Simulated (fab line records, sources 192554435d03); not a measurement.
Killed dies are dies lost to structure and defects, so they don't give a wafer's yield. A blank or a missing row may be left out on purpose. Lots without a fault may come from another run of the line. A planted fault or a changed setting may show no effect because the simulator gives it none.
Chamber matching | flow n5_finfet | N5_HKMG_FIN_ALD_74 on ald_hk-03: 4 sister chambers
The step deposits La2O3, target thk 0.5 nm, pulse time 6 s, co reactant pulse time 1 s. 18 wafers are shown with their chamber, then 9 later ones without.

WAFERS WITH THEIR CHAMBER
wafer  | chamber | heater_power_w (W) | precursor_pulse_height_rel
L076.1 | 2       | 338                | 0.985
L076.2 | 0       | 383                | 0.981
L076.3 | 3       | 331                | 0.995
L076.4 | 1       | 345                | 0.975
L076.5 | 2       | 338                | 0.996
L076.6 | 3       | 337                | 1.036
L078.3 | 3       | 334                | 0.995
L078.4 | 0       | 379                | 0.965
L078.5 | 3       | 333                | 0.986
L079.1 | 3       | 344                | 1.033
L079.4 | 1       | 343                | 1.010
L079.6 | 0       | 386                | 0.998
L080.1 | 1       | 341                | 0.979
L080.3 | 2       | 336                | 0.995
L080.4 | 3       | 342                | 1.040
L086.1 | 0       | 378                | 1.036
L086.2 | 2       | 335                | 0.968
L086.3 | 1       | 352                | 1.003

SIGNATURES (means of the wafers above)
reading                    | chamber 0 | chamber 1 | chamber 2 | chamber 3 | scatter within a chamber
heater_power_w             | 381.50    | 345.25    | 336.75    | 336.83    | 4.24
precursor_pulse_height_rel | 0.99500   | 0.99175   | 0.98600   | 1.01417   | 0.0227
Rule: a wafer's distance from a chamber is the root of the sum, over the readings, of the square of ((its reading less the chamber's mean) divided by the reading's scatter). The wafer belongs to the nearest chamber; if the next one is less than 2 further off, it can't be placed. The scatter: the root of (the sum of the squares of (reading less its chamber's mean) over the shown wafers, divided by (wafers less chambers)).

WAFERS WITHOUT THEIR CHAMBER
wafer  | heater_power_w (W) | precursor_pulse_height_rel
L086.4 | 339                | 1.002
L086.5 | 384                | 0.995
L086.6 | 327                | 0.997
L087.4 | 342                | 1.011
L087.5 | 382                | 0.976
L087.6 | 342                | 1.001
L095.3 | 375                | 0.979
L095.5 | 378                | 1.021
L095.6 | 345                | 1.021

WHICH CHAMBER EACH WENT THROUGH
wafer  | from the rows above          | in truth
L086.4 | can't be placed: 3 or 2 or 1 | 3
L086.5 | 0                            | 0
L086.6 | can't be placed: 2 or 3 or 1 | 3
L087.4 | can't be placed: 1 or 3 or 2 | 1
L087.5 | 0                            | 0
L087.6 | can't be placed: 1 or 3 or 2 | 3
L095.3 | 0                            | 0
L095.5 | 0                            | 0
L095.6 | can't be placed: 1 or 3 or 2 | 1
Placed correctly: 4 of 9. Can't be placed from these rows: 5 (the true chamber is among the candidates in 5). Placed wrongly: 0.
